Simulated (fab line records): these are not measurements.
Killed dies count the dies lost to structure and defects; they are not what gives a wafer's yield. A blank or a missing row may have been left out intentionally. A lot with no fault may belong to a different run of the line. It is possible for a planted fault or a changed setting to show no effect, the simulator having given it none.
fab line records	flow nand_harc
[record] lots = 13	wafers = 39	last_day = 34
route steps=1302 shown A_CHANNEL_HOLE_D1@475 A_CHANNEL_FILL_D1@492 END@1302
lots untouched by any fault: they come from a run of this same line in which no faults occurred
start_h: hours from the record's opening day to when the first of the lot's shown wafers began	wait_h: hours since the lot's step before	" repeats the value in the row above	L1.1+2: a row that stands for several wafers	- no value present, or no start provided	* or withheld: withheld	< > ~ a bound
route shown NAME@n: NAME is a module with steps in the file, n the number in the route of the first one	usual: mean/standard deviation taken from wafers without a fault	same: alike in all rows	chamber/n: place in a boat	sites: each site's reading	_std_site: the values' standard deviation	_edge_site: outer sites' mean less inner sites'	radius_mm: how far each site lies from the wafer's centre	mask NAME#n: copy n	behind: tool/chamber where the wafer was last shaped	hold: cause of the lot's hold/its duration in hours/its outcome	device: which transistor (n, p or np) failed to switch	end of line: tests run on the same wafers once the route is complete	where a step has no rows: the recipe by itself	killed: dies lost to structure and defects at the first sort, not the wafer's yield	map: the dies of a wafer, with x for killed, . for not killed, _ for no die there
set.NAME: the run value of the setting; set.NAME@STEP: its run value at that earlier step	model.NAME: the simulator's own value behind a step, which no gauge read
a sample of lots followed through the steps of the route, with each step as a table and each wafer as a row
services: from which hour (start_h, from the record's first day; less than 0 if before it) a tool's chamber was out of use, for how many hours, and why
[[steps]]
[step NHARC_A_CHANNEL_HOLE_D1_ETCH_23]
[recipe] bias_v = 5000	source_w = withheld	pressure_mtorr = 20	time_s = 819	ar_flow_sccm = 375	c4f8_flow_sccm = 89.3	o2_flow_sccm = 35.7	temp_c = -20	target_depth_a = 16000	chemistry = C4F8/O2/Ar
[usual] drypump_motor_current_A = 5.5/0.42	showerhead_plenum_p_Torr = 3.62/0.11	throttle_valve_pct = 32.155/0.0093
lot.wafer	tool	chamber	start_h	wait_h	drypump_motor_current_A	rf_hours_counter_h	showerhead_plenum_p_Torr	throttle_valve_pct
L570.2	har_etch-02	0	187.28	0.5	5.9	287	3.77	32.155
L570.3	"	0	"	"	5.9	-	3.77	32.148
L570.6	"	0	"	"	5.9	-	3.77	32.161
L571.2	har_etch-02	0	205.40	0.5	5.9	299	3.76	32.154
L571.1	"	1	"	"	4.9	299	3.54	32.156
L571.3	"	1	"	"	4.9	-	3.54	32.159
L573.2	har_etch-01	0	223.56	0.5	5.3	112	3.55	32.149
L573.4	"	0	"	"	5.3	-	3.55	32.162
L573.6	"	0	"	"	5.3	-	3.55	32.149
L574.1	har_etch-01	0	240.20	0.5	5.3	127	3.54	32.142
L574.2	"	1	"	"	5.9	127	3.71	32.144
L574.4	"	0	"	"	5.3	-	3.54	32.157
L575.1	har_etch-02	0	244.59	0.5	5.9	329	3.75	32.137
L575.2	"	1	"	"	4.9	329	3.52	32.157
L575.6	"	1	"	"	4.9	-	3.52	32.149
L576.1	har_etch-02	1	255.53	0.5	4.9	333	3.52	32.160
L576.4	"	1	"	"	4.9	-	3.52	32.145
L576.3	"	0	"	"	5.9	-	3.75	32.158
L583.1	har_etch-01	0	330.79	0.5	5.3	173	3.51	32.146
L583.4	"	0	"	"	5.3	-	3.51	32.175
L583.3	"	1	"	"	5.9	-	3.69	32.156
L582.1	har_etch-02	0	334.76	0.5	5.9	375	3.72	32.136
L582.3	"	0	"	"	5.9	-	3.72	32.153
L582.5	"	1	"	"	4.9	-	3.50	32.150
L584.2	har_etch-02	0	339.96	0.5	5.9	379	3.72	32.157
L584.4	"	1	"	"	4.9	-	3.50	32.145
L584.3	"	0	"	"	5.9	-	3.72	32.155
L586.2	har_etch-02	1	360.68	0.5	4.9	390	3.49	32.149
L586.4	"	1	"	"	4.9	-	3.49	32.157
L586.5	"	1	"	"	4.9	-	3.49	32.152
L589.1	har_etch-02	1	377.54	0.5	4.9	402	3.49	32.154
L589.4	"	0	"	"	5.9	-	3.71	32.164
L589.3	"	1	"	"	4.9	-	3.49	32.158
L588.4	har_etch-01	1	378.81	0.5	5.9	-	3.67	32.158
L588.3	"	0	"	"	5.3	-	3.50	32.162
L588.5	"	1	"	"	5.9	-	3.67	32.172
L592.2	har_etch-01	0	408.66	0.5	5.3	231	3.48	32.152
L592.4	"	0	"	"	5.3	-	3.48	32.165
L592.6	"	0	"	"	5.3	-	3.48	32.152
[step NHARC_A_CHANNEL_FILL_D1_ALD_02]
[recipe] target_thk_a = 60	pulse_time_s = 10	ald_cycles = 60	temp_c = 300	material = SiO2
[usual] ald_cycles = 60/0	heater_power_w = 474/63	precursor_pulse_height_rel = 0.999/0.021
lot.wafer	tool	chamber	start_h	wait_h	ald_cycles	heater_power_w	precursor_pulse_height_rel
L570.3	ald_hk-02	3	191.90	-	60	522	0.977
L570.2	"	2	"	"	60	594	0.987
L570.6	"	0	"	"	60	421	0.954
L571.2	ald_hk-02	0	209.86	-	60	421	0.995
L571.1	"	1	"	"	60	425	1.018
L571.3	"	3	"	"	60	519	1.005
L573.4	ald_hk-02	2	227.98	-	60	601	1.008
L573.2	"	3	"	"	60	529	0.992
L573.6	"	2	"	"	60	597	1.017
L574.4	ald_hk-03	3	244.68	-	60	485	0.969
L574.2	"	0	"	"	60	390	1.023
L574.1	"	1	"	"	60	479	0.998
L575.2	ald_hk-04	1	250.19	-	60	430	0.974
L575.1	"	2	"	"	60	383	0.999
L575.6	"	2	"	"	60	400	1.027
L576.3	ald_hk-03	0	259.98	-	60	384	1.004
L576.1	"	2	"	"	60	474	0.968
L576.4	"	3	"	"	60	467	1.003
L583.3	ald_hk-02	2	335.30	0.1	60	590	1.017
L583.4	"	3	"	"	60	527	0.999
L583.1	"	0	"	"	60	415	0.997
L582.3	ald_hk-02	2	339.22	-	60	589	0.946
L582.1	"	1	"	"	60	433	1.031
L582.5	"	2	"	"	73	590	1.002
L584.4	ald_hk-02	2	344.32	-	73	604	1.036
L584.3	"	3	"	"	60	536	1.046
L584.2	"	0	"	"	60	401	1.022
L586.2	ald_hk-02	2	365.21	-	60	619	0.965
L586.4	"	3	"	"	73	497	1.005
L586.5	"	1	"	"	73	439	0.995
L589.4	ald_hk-03	1	381.89	-	60	493	0.983
L589.1	"	3	"	"	60	477	0.987
L589.3	"	0	"	"	60	401	1.007
L588.4	ald_hk-04	0	383.13	-	60	489	1.034
L588.3	"	2	"	"	60	398	0.993
L588.5	"	3	"	"	60	497	1.019
L592.2	ald_hk-03	0	413.31	-	60	396	0.947
L592.4	"	3	"	"	60	502	1.034
L592.6	"	1	"	"	60	472	0.971
[step NHARC_A_CHANNEL_FILL_D1_ALD_03]
[recipe] target_thk_a = 60	pulse_time_s = 60	ald_cycles = 58	temp_c = 630	pressure_torr = 2	material = SiNx
[usual] ald_cycles = 58/0	precursor_pulse_height_rel = 0.999/0.02
lot.wafer	tool	chamber	start_h	wait_h	ald_cycles	precursor_pulse_height_rel
L570.2	ald_sin_batch-02	0	-	-	58	0.975
L570.3	"	0	"	"	58	0.976
L570.6	"	0	"	"	58	0.996
L571.1	ald_sin_batch-03	0	-	-	58	1.005
L571.2	"	0	"	"	58	1.032
L571.3	"	0	"	"	58	0.972
L573.2	ald_sin_batch-02	0	-	-	58	1.017
L573.4	"	0	"	"	58	0.991
L573.6	"	0	"	"	58	1.007
L574.1	ald_sin_batch-02	0	-	-	58	1.028
L574.2	"	0	"	"	58	0.996
L574.4	"	0	"	"	58	0.980
L575.1	ald_sin_batch-01	0	-	-	58	0.984
L575.2	"	0	"	"	58	1.017
L575.6	"	0	"	"	58	0.993
L576.1	ald_sin_batch-02	0	-	-	58	1.000
L576.3	"	0	"	"	58	0.963
L576.4	"	0	"	"	58	1.026
L583.1	ald_sin_batch-03	0	-	-	58	1.019
L583.3	"	0	"	"	58	1.008
L583.4	"	0	"	"	58	1.025
L582.1	ald_sin_batch-01	0	-	-	58	0.954
L582.3	"	0	"	"	58	1.031
L582.5	"	0	"	"	58	1.028
L584.2	ald_sin_batch-03	0	-	-	58	0.997
L584.3	"	0	"	"	58	0.999
L584.4	"	0	"	"	58	0.973
L586.2	ald_sin_batch-03	0	-	-	58	0.982
L586.4	"	0	"	"	58	1.013
L586.5	"	0	"	"	58	0.991
L588.3	ald_sin_batch-02	0	-	-	58	1.000
L588.4	"	0	"	"	58	1.025
L588.5	"	0	"	"	58	1.001
L589.1	ald_sin_batch-02	0	-	-	58	1.019
L589.3	"	0	"	"	58	0.996
L589.4	"	0	"	"	58	0.999
L592.2	ald_sin_batch-02	0	-	-	58	0.978
L592.4	"	0	"	"	58	1.003
L592.6	"	0	"	"	58	0.957
[step NHARC_A_CHANNEL_FILL_D1_ALD_16]
[recipe] target_thk_a = 15	pulse_time_s = 10	ald_cycles = 15	temp_c = 300	material = SiO2
[usual] ald_cycles = 15/0	heater_power_w = 471/60	precursor_pulse_height_rel = 0.999/0.018
lot.wafer	tool	chamber	start_h	wait_h	ald_cycles	heater_power_w	precursor_pulse_height_rel
L570.3	ald_hk-03	1	204.01	0.0	15	491	1.003
L570.2	"	2	"	"	15	471	0.964
L570.6	"	1	"	"	15	490	1.031
L571.2	ald_hk-03	0	222.99	1.0	15	392	1.029
L571.3	"	1	"	"	15	473	1.004
L571.1	"	2	"	"	15	474	1.010
L573.2	ald_hk-03	3	240.11	0.0	15	477	0.964
L573.4	"	0	"	"	15	403	0.954
L573.6	"	3	"	"	15	484	0.970
L574.4	ald_hk-02	1	257.35	0.5	15	433	0.989
L574.2	"	2	"	"	15	586	1.017
L574.1	"	3	"	"	15	535	1.008
L575.1	ald_hk-03	3	262.49	0.0	15	487	1.012
L575.2	"	1	"	"	15	485	0.989
L575.6	"	0	"	"	15	385	1.012
L576.3	ald_hk-02	3	272.14	0.0	15	519	1.011
L576.4	"	0	"	"	15	424	0.982
L576.1	"	2	"	"	15	591	0.988
L583.3	ald_hk-03	0	348.19	0.0	15	391	0.997
L583.4	"	1	"	"	15	490	0.984
L583.1	"	3	"	"	15	474	0.979
L582.1	ald_hk-04	2	351.42	0.0	15	388	0.999
L582.3	"	0	"	"	15	499	0.996
L582.5	"	2	"	"	15	396	0.984
L584.3	ald_hk-04	3	356.63	0.0	15	495	0.985
L584.4	"	0	"	"	15	511	0.989
L584.2	"	2	"	"	15	386	1.005
L586.2	ald_hk-02	1	377.43	0.1	15	449	0.988
L586.4	"	2	"	"	15	611	1.012
L586.5	"	3	"	"	15	490	1.014
L589.4	ald_hk-02	3	396.26	2.3	15	504	0.997
L589.3	"	0	"	"	15	426	0.978
L589.1	"	1	"	"	15	437	0.986
L588.4	ald_hk-02	0	396.41	2.4	15	414	1.033
L588.3	"	3	"	"	15	492	1.014
L588.5	"	1	"	"	15	437	0.976
L592.4	ald_hk-02	0	426.87	0.1	15	411	0.987
L592.2	"	1	"	"	15	446	1.028
L592.6	"	2	"	"	15	616	0.985
[step NHARC_END_SORT_01]
[recipe] temp_c = 25
[usual] killed_at_array = 59/16	killed_at_other = 0.7/1.1	killed_at_periphery = 4/3	killed_dies = 64/16	killed_open = 3.4/1.8	killed_short = 2.6/1.7
[same] gross_dies = 677
lot.wafer	tool	chamber	start_h	wait_h	killed_at_array	killed_at_other	killed_at_periphery	killed_dies	killed_open	killed_short
L570.2	prober-02	0	567.41	2.8	70	4	0	74	2	2
L570.3	prober-02	0	568.21	3.1	76	3	0	79	3	3
L570.6	prober-02	0	570.59	4.0	54	7	4	65	5	2
L571.1	prober-02	0	585.16	2.5	83	1	1	85	1	2
L571.2	prober-02	0	585.96	2.8	65	2	1	68	2	4
L571.3	prober-02	0	586.76	3.1	74	0	0	74	1	4
L573.2	prober-02	0	595.63	2.8	45	0	0	45	2	0
L573.4	prober-02	0	597.23	3.4	50	1	1	52	2	2
L573.6	prober-02	0	598.83	4.0	54	2	2	58	4	2
L574.1	prober-01	0	606.06	2.5	61	0	8	69	4	8
L574.2	prober-01	0	606.85	2.8	53	0	3	56	0	2
L574.4	prober-01	0	608.44	3.4	46	0	7	53	4	3
L575.1	prober-02	0	623.70	2.5	66	0	5	71	1	3
L575.2	prober-02	0	624.51	2.8	64	1	3	68	7	1
L575.6	prober-02	0	627.71	4.0	66	3	5	74	6	1
L576.1	prober-01	0	638.96	2.4	67	3	11	81	3	2
L576.3	prober-01	0	640.58	3.1	72	3	7	82	2	6
L576.4	prober-01	0	641.39	3.4	81	0	9	90	4	5
L583.1	prober-02	0	705.03	2.5	60	0	6	66	5	3
L583.3	prober-02	0	706.61	3.1	47	0	5	52	4	2
L583.4	prober-02	0	707.41	3.4	61	2	5	68	2	2
L582.1	prober-01	0	705.05	2.5	51	2	7	60	2	2
L582.3	prober-01	0	706.65	3.1	42	0	2	44	1	1
L582.5	prober-01	0	708.24	3.7	44	1	3	48	3	0
L584.2	prober-02	0	715.50	2.8	84	0	1	85	4	0
L584.3	prober-02	0	716.30	3.1	61	0	5	66	4	1
L584.4	prober-02	0	717.10	3.4	75	0	8	83	4	7
L586.2	prober-02	0	734.79	2.8	105	0	2	107	2	1
L586.4	prober-02	0	736.35	3.3	98	0	2	100	7	1
L586.5	prober-02	0	737.13	3.6	89	0	2	91	1	1
L589.1	prober-02	0	746.48	2.5	64	0	3	67	1	1
L589.3	prober-02	0	748.06	3.1	81	1	3	85	1	4
L589.4	prober-02	0	748.85	3.4	59	1	3	63	1	2
L588.3	prober-01	0	764.94	3.1	62	0	3	65	3	3
L588.4	prober-01	0	765.72	3.3	51	2	1	54	1	2
L588.5	prober-01	0	766.49	3.6	58	0	4	62	4	6
L592.2	prober-02	0	803.38	2.8	53	0	5	58	3	2
L592.4	prober-02	0	804.99	3.4	68	1	4	73	1	5
L592.6	prober-02	0	806.61	4.0	57	1	4	62	5	1
// killed by level:class
L570.2 A_CHANNEL_HOLE_D1:chamber_film_flake=29 A_SLIT:chamber_film_flake=27 A_CHANNEL_HOLE_D2:chamber_film_flake=8 THIN_TSV:chamber_film_flake=4 A_CHANNEL_FILL_D2:geometric_particle:short=2 A_CHANNEL_FILL_D1:geometric_particle:open=1 A_M0:geometric_particle:open=1 A_CONTACT:chamber_film_flake=1
L570.3 A_CHANNEL_HOLE_D1:chamber_film_flake=36 A_SLIT:chamber_film_flake=23 A_CHANNEL_HOLE_D2:chamber_film_flake=4 A_CHANNEL_FILL_D1:chamber_film_flake=3 THIN_TSV:chamber_film_flake=3 A_CHANNEL_HOLE_D2:geometric_particle:short=2 A_ONON_D1:geometric_particle:short=1 A_CHANNEL_FILL_D2:geometric_particle:open=1
L570.6 A_CHANNEL_HOLE_D1:chamber_film_flake=27 A_SLIT:chamber_film_flake=13 THIN_TSV:chamber_film_flake=7 A_CHANNEL_HOLE_D2:chamber_film_flake=3 A_STAIRCASE:chamber_film_flake=3 P_M0:geometric_particle:open=2 P_ZERO_WELL:chamber_film_flake=2 A_CHANNEL_FILL_D2:chamber_film_flake=2
L571.1 A_CHANNEL_HOLE_D1:chamber_film_flake=38 A_SLIT:chamber_film_flake=26 A_CHANNEL_HOLE_D2:chamber_film_flake=7 A_STAIRCASE:chamber_film_flake=4 A_M1:chamber_film_flake=3 A_WL_FILL:chamber_film_flake=2 P_STI:geometric_particle:short=1 A_ONON_D1:geometric_particle:short=1
L571.2 A_CHANNEL_HOLE_D1:chamber_film_flake=33 A_SLIT:chamber_film_flake=17 A_CHANNEL_HOLE_D2:chamber_film_flake=3 A_WL_FILL:chamber_film_flake=2 A_STAIRCASE:chamber_film_flake=2 A_M1:chamber_film_flake=2 THIN_TSV:chamber_film_flake=2 P_M1:geometric_particle:short=1
L571.3 A_CHANNEL_HOLE_D1:chamber_film_flake=32 A_SLIT:chamber_film_flake=23 A_CHANNEL_HOLE_D2:chamber_film_flake=6 A_STAIRCASE:chamber_film_flake=4 A_ONON_D1:geometric_particle:short=2 A_CONTACT:unspecified=2 A_CHANNEL_HOLE_D1:geometric_particle:short=1 A_DECK1_JOINT:geometric_particle:open=1
L573.2 A_CHANNEL_HOLE_D2:chamber_film_flake=32 A_CONTACT:chamber_film_flake=5 A_CHANNEL_HOLE_D1:chamber_film_flake=2 A_STAIRCASE:chamber_film_flake=2 A_CHANNEL_HOLE_D1:geometric_particle:open=1 A_SGD_CUT:geometric_particle:open=1 A_DECK1_JOINT:chamber_film_flake=1 A_SLIT:chamber_film_flake=1
L573.4 A_CHANNEL_HOLE_D2:chamber_film_flake=28 A_CONTACT:chamber_film_flake=7 A_DECK1_JOINT:chamber_film_flake=3 A_CHANNEL_HOLE_D1:chamber_film_flake=2 A_STAIRCASE:chamber_film_flake=2 A_ONON_D1:geometric_particle:short=1 A_CHANNEL_FILL_D1:geometric_particle:open=1 A_STAIRCASE:geometric_particle:short=1
L573.6 A_CHANNEL_HOLE_D2:chamber_film_flake=39 A_CONTACT:chamber_film_flake=4 A_CHANNEL_FILL_D1:geometric_particle:short=2 A_CHANNEL_HOLE_D1:chamber_film_flake=2 A_DECK1_JOINT:chamber_film_flake=2 A_ONON_D1:geometric_particle:open=1 A_DECK1_JOINT:geometric_particle:open=1 A_CHANNEL_HOLE_D2:geometric_particle:open=1
L574.1 A_CHANNEL_HOLE_D2:chamber_film_flake=35 A_CONTACT:chamber_film_flake=5 P_ZERO_WELL:chamber_film_flake=3 A_CHANNEL_HOLE_D1:chamber_film_flake=3 A_DECK1_JOINT:chamber_film_flake=3 A_CHANNEL_FILL_D2:geometric_particle:short=2 A_WL_FILL:geometric_particle:short=2 P_BONDPAD:chamber_film_flake=2
L574.2 A_CHANNEL_HOLE_D2:chamber_film_flake=31 A_STAIRCASE:chamber_film_flake=6 A_CHANNEL_HOLE_D1:chamber_film_flake=5 A_M0:chamber_film_flake=4 P_BONDPAD:chamber_film_flake=2 A_CHANNEL_FILL_D1:chamber_film_flake=2 P_M0:geometric_particle:short=1 A_CHANNEL_FILL_D2:geometric_particle:short=1
L574.4 A_CHANNEL_HOLE_D2:chamber_film_flake=29 A_M0:chamber_film_flake=4 P_ZERO_WELL:chamber_film_flake=3 P_BONDPAD:chamber_film_flake=3 A_CHANNEL_HOLE_D1:chamber_film_flake=2 A_CONTACT:chamber_film_flake=2 P_M0:geometric_particle:open=1 A_ONON_D1:geometric_particle:open=1
L575.1 A_CHANNEL_HOLE_D1:chamber_film_flake=31 A_CHANNEL_HOLE_D2:chamber_film_flake=16 A_STAIRCASE:chamber_film_flake=5 A_SGD_CUT:chamber_film_flake=4 A_WL_FILL:chamber_film_flake=3 A_CONTACT:chamber_film_flake=3 P_GATE:chamber_film_flake=2 P_M0:geometric_particle:open=1
L575.2 A_CHANNEL_HOLE_D1:chamber_film_flake=37 A_CHANNEL_HOLE_D2:chamber_film_flake=9 A_STAIRCASE:chamber_film_flake=5 A_M0:geometric_particle:open=2 P_ZERO_WELL:chamber_film_flake=2 A_SGD_CUT:chamber_film_flake=2 A_CONTACT:chamber_film_flake=2 A_ONON_D1:geometric_particle:open=1
L575.6 A_CHANNEL_HOLE_D1:chamber_film_flake=32 A_CHANNEL_HOLE_D2:chamber_film_flake=18 A_STAIRCASE:chamber_film_flake=5 P_ZERO_WELL:chamber_film_flake=2 P_GATE:chamber_film_flake=2 A_SGD_CUT:chamber_film_flake=2 A_CONTACT:chamber_film_flake=2 HYBRID_BOND:chamber_film_flake=2
L576.1 A_CHANNEL_HOLE_D1:chamber_film_flake=36 A_CHANNEL_HOLE_D2:chamber_film_flake=10 A_CONTACT:chamber_film_flake=9 A_WL_FILL:chamber_film_flake=5 P_STI:chamber_film_flake=4 P_M2:chamber_film_flake=4 A_STAIRCASE:chamber_film_flake=3 THIN_TSV:chamber_film_flake=2
L576.3 A_CHANNEL_HOLE_D1:chamber_film_flake=34 A_CONTACT:chamber_film_flake=12 A_CHANNEL_HOLE_D2:chamber_film_flake=9 A_STAIRCASE:chamber_film_flake=5 P_STI:chamber_film_flake=3 P_M2:chamber_film_flake=3 THIN_TSV:chamber_film_flake=3 A_WL_FILL:chamber_film_flake=2
L576.4 A_CHANNEL_HOLE_D1:chamber_film_flake=32 A_CHANNEL_HOLE_D2:chamber_film_flake=13 A_CONTACT:chamber_film_flake=12 A_WL_FILL:chamber_film_flake=7 P_M2:chamber_film_flake=6 A_STAIRCASE:chamber_film_flake=4 A_WL_FILL:geometric_particle:open=2 A_DECK1_JOINT:chamber_film_flake=2
L583.1 A_SLIT:chamber_film_flake=21 A_CHANNEL_HOLE_D2:chamber_film_flake=13 A_CHANNEL_HOLE_D1:chamber_film_flake=6 A_CONTACT:chamber_film_flake=6 A_WL_FILL:chamber_film_flake=4 P_GATE:chamber_film_flake=2 A_STAIRCASE:chamber_film_flake=2 P_GATE:geometric_particle:open=1
L582.1 A_CHANNEL_HOLE_D1:chamber_film_flake=39 P_GATE:chamber_film_flake=4 A_SLIT:chamber_film_flake=4 A_CONTACT:chamber_film_flake=3 HYBRID_BOND:chamber_film_flake=2 P_GATE:geometric_particle:open=1 P_CONTACT:geometric_particle:open=1 A_ONON_D1:geometric_particle:short=1
L583.3 A_SLIT:chamber_film_flake=14 A_CHANNEL_HOLE_D1:chamber_film_flake=10 A_CHANNEL_HOLE_D2:chamber_film_flake=6 A_CONTACT:chamber_film_flake=6 A_WL_FILL:chamber_film_flake=4 P_CONTACT:chamber_film_flake=3 P_M2:geometric_particle:open=1 A_CHANNEL_HOLE_D1:geometric_particle:short=1
L582.3 A_CHANNEL_HOLE_D1:chamber_film_flake=37 A_SLIT:chamber_film_flake=2 P_M2:geometric_particle:open=1 A_CHANNEL_FILL_D1:geometric_particle:short=1 P_GATE:chamber_film_flake=1 A_DECK1_JOINT:chamber_film_flake=1 A_BLC:chamber_film_flake=1
L583.4 A_SLIT:chamber_film_flake=27 A_CHANNEL_HOLE_D2:chamber_film_flake=15 A_CHANNEL_HOLE_D1:chamber_film_flake=6 A_STAIRCASE:chamber_film_flake=5 A_CONTACT:chamber_film_flake=5 P_CONTACT:chamber_film_flake=2 THIN_TSV:chamber_film_flake=2 P_M0:geometric_particle:open=1
L582.5 A_CHANNEL_HOLE_D1:chamber_film_flake=32 A_CONTACT:chamber_film_flake=5 A_SLIT:chamber_film_flake=4 P_GATE:chamber_film_flake=2 P_M0:geometric_particle:open=1 A_ONON_D2:geometric_particle:open=1 A_CHANNEL_FILL_D2:geometric_particle:open=1 A_BLC:chamber_film_flake=1
L584.2 A_CHANNEL_HOLE_D1:chamber_film_flake=42 A_CHANNEL_HOLE_D2:chamber_film_flake=26 A_SLIT:chamber_film_flake=9 A_CHANNEL_FILL_D2:geometric_particle:open=1 A_BLC:geometric_particle:open=1 A_M0:geometric_particle:open=1 A_BONDPAD:geometric_particle:open=1 P_GATE:chamber_film_flake=1
L584.3 A_CHANNEL_HOLE_D1:chamber_film_flake=30 A_CHANNEL_HOLE_D2:chamber_film_flake=11 A_SLIT:chamber_film_flake=6 A_CONTACT:chamber_film_flake=5 A_STAIRCASE:chamber_film_flake=3 P_GATE:geometric_particle:open=2 P_GATE:chamber_film_flake=2 A_WL_FILL:chamber_film_flake=1
L584.4 A_CHANNEL_HOLE_D1:chamber_film_flake=35 A_CHANNEL_HOLE_D2:chamber_film_flake=21 A_STAIRCASE:chamber_film_flake=7 A_SLIT:chamber_film_flake=6 P_M0:geometric_particle:open=2 A_ONON_D1:geometric_particle:short=2 A_SGD_CUT:geometric_particle:short=2 P_GATE:geometric_particle:short=1
L586.2 A_CHANNEL_HOLE_D1:chamber_film_flake=42 A_CHANNEL_HOLE_D2:chamber_film_flake=32 A_SLIT:chamber_film_flake=22 A_WL_FILL:chamber_film_flake=5 P_CONTACT:geometric_particle:open=1 A_SGD_CUT:geometric_particle:short=1 A_BLC:geometric_particle:open=1 P_ZERO_WELL:chamber_film_flake=1
L586.4 A_CHANNEL_HOLE_D1:chamber_film_flake=38 A_SLIT:chamber_film_flake=33 A_CHANNEL_HOLE_D2:chamber_film_flake=12 A_WL_FILL:chamber_film_flake=3 A_ONON_D1:geometric_particle:open=2 A_STAIRCASE:chamber_film_flake=2 P_M0:geometric_particle:open=1 A_SOURCE_PLATE:geometric_particle:open=1
L586.5 A_CHANNEL_HOLE_D1:chamber_film_flake=35 A_SLIT:chamber_film_flake=34 A_CHANNEL_HOLE_D2:chamber_film_flake=13 A_CONTACT:chamber_film_flake=4 A_WL_FILL:chamber_film_flake=2 P_GATE:geometric_particle:open=1 A_WL_FILL:geometric_particle:short=1 P_STI:chamber_film_flake=1
L589.1 A_CHANNEL_HOLE_D1:chamber_film_flake=33 A_CHANNEL_HOLE_D2:chamber_film_flake=15 A_CONTACT:chamber_film_flake=6 A_SLIT:chamber_film_flake=4 A_WL_FILL:chamber_film_flake=2 P_M0:geometric_particle:open=1 A_SGD_CUT:geometric_particle:short=1 P_CONTACT:chamber_film_flake=1
L589.3 A_CHANNEL_HOLE_D1:chamber_film_flake=36 A_CHANNEL_HOLE_D2:chamber_film_flake=27 A_CONTACT:chamber_film_flake=7 A_ONON_D1:geometric_particle:short=2 P_M1:chamber_film_flake=2 A_CHANNEL_FILL_D1:chamber_film_flake=2 A_WL_FILL:chamber_film_flake=2 A_STAIRCASE:chamber_film_flake=2
L589.4 A_CHANNEL_HOLE_D1:chamber_film_flake=25 A_CHANNEL_HOLE_D2:chamber_film_flake=19 A_SLIT:chamber_film_flake=5 A_CHANNEL_FILL_D1:chamber_film_flake=3 P_M1:chamber_film_flake=2 A_WL_FILL:chamber_film_flake=2 A_CONTACT:chamber_film_flake=2 P_M0:geometric_particle:short=1
L588.3 A_SLIT:chamber_film_flake=37 A_CHANNEL_HOLE_D2:chamber_film_flake=13 A_CHANNEL_HOLE_D1:chamber_film_flake=6 A_ONON_D1:geometric_particle:open=2 P_CONTACT:geometric_particle:open=1 P_M0:geometric_particle:short=1 A_WL_FILL:geometric_particle:short=1 A_M0:geometric_particle:short=1
L588.4 A_CHANNEL_HOLE_D2:chamber_film_flake=19 A_SLIT:chamber_film_flake=18 A_CHANNEL_HOLE_D1:chamber_film_flake=6 THIN_TSV:chamber_film_flake=2 A_ONON_D1:geometric_particle:open=1 A_ONON_D2:geometric_particle:short=1 A_BLC:geometric_particle:short=1 P_BONDPAD:chamber_film_flake=1
L588.5 A_CHANNEL_HOLE_D1:chamber_film_flake=19 A_CHANNEL_HOLE_D2:chamber_film_flake=14 A_SLIT:chamber_film_flake=12 A_CHANNEL_FILL_D1:geometric_particle:short=2 A_WL_FILL:chamber_film_flake=2 P_CONTACT:geometric_particle:short=1 A_CHANNEL_HOLE_D1:geometric_particle:open=1 A_CHANNEL_FILL_D1:geometric_particle:open=1
L592.2 A_SLIT:chamber_film_flake=31 A_CHANNEL_HOLE_D1:chamber_film_flake=13 A_CONTACT:chamber_film_flake=3 P_ZERO_WELL:chamber_film_flake=2 P_M2:chamber_film_flake=2 A_STAIRCASE:chamber_film_flake=2 P_GATE:geometric_particle:open=1 A_DECK1_JOINT:geometric_particle:open=1
L592.4 A_SLIT:chamber_film_flake=34 A_CHANNEL_HOLE_D1:chamber_film_flake=16 A_STAIRCASE:chamber_film_flake=8 A_DECK1_JOINT:geometric_particle:short=2 A_WL_FILL:geometric_particle:short=2 P_M2:chamber_film_flake=2 A_DECK1_JOINT:chamber_film_flake=2 A_CONTACT:chamber_film_flake=2
L592.6 A_SLIT:chamber_film_flake=28 A_CHANNEL_HOLE_D1:chamber_film_flake=15 A_CONTACT:chamber_film_flake=6 A_M0:geometric_particle:open=2 P_M2:chamber_film_flake=2 A_STAIRCASE:chamber_film_flake=2 P_CONTACT:geometric_particle:open=1 A_DECK1_JOINT:geometric_particle:open=1
[[services]]
tool	chamber	start_h	hours	kind
ald_hk-02	-	174.44	10.0	pm
ald_hk-02	0	174.44	10.0	vent_cycle
ald_hk-02	1	174.44	10.0	vent_cycle
ald_hk-02	2	174.44	10.0	vent_cycle
ald_hk-02	3	174.44	10.0	vent_cycle
ald_hk-02	0	184.44	-	clean
ald_hk-02	1	184.44	-	clean
ald_hk-02	2	184.44	-	clean
ald_hk-02	3	184.44	-	clean
ald_hk-02	-	185.54	1.1	repair
ald_hk-02	-	211.96	1.4	repair
ald_hk-03	-	212.97	10.0	pm
ald_hk-02	-	243.17	2.5	repair
ald_hk-04	-	254.80	10.0	pm
ald_sin_batch-02	-	266.88	26.0	pm
ald_hk-03	-	281.42	0.5	repair
ald_sin_batch-02	-	334.27	1.5	repair
ald_hk-04	-	351.85	1.2	repair
ald_hk-02	-	352.44	10.0	pm
ald_hk-02	0	352.44	10.0	vent_cycle
ald_hk-02	1	352.44	10.0	vent_cycle
har_etch-02	-	380.15	17.0	pm
ald_hk-03	-	392.08	10.0	pm
ald_hk-04	-	418.72	2.9	repair
[[key]]
[first_sign] step = NHARC_A_CHANNEL_FILL_D1_ALD_02	reading = ald_cycles	direction = up	sigmas = 99+	usual = 60	struck = 73
effect none on later readings
met_at NHARC_A_CHANNEL_FILL_D1_ALD_02
struck_lots L582,L584,L586
struck_wafers L582.5,L584.4,L586.4,L586.5
tester_left_out L582,L584,L586
not_acting_at NHARC_A_CHANNEL_HOLE_D1_ETCH_23,NHARC_A_CHANNEL_FILL_D1_ALD_03,NHARC_A_CHANNEL_FILL_D1_ALD_16
onset_between 335.30 339.22
[fault] kind = process_parameter_drift	tool = ald_hk-02	chamber = -	onset_h = 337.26	steps = NHARC_A_CHANNEL_FILL_D1_ALD_02	channel = ald_cycles	offset = 13	shape = step	end_h = 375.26	scope = struck_wafers_only	acts_in = these_recipes_only	stated = 60
// tester_left_out: of these lots the tester's yield and bins aren't shown, on N5 and GAA mostly nor the transistor test; their killed dies are dies lost to structure and defects alone, not to doping, threshold or leakage, so they don't give the yield
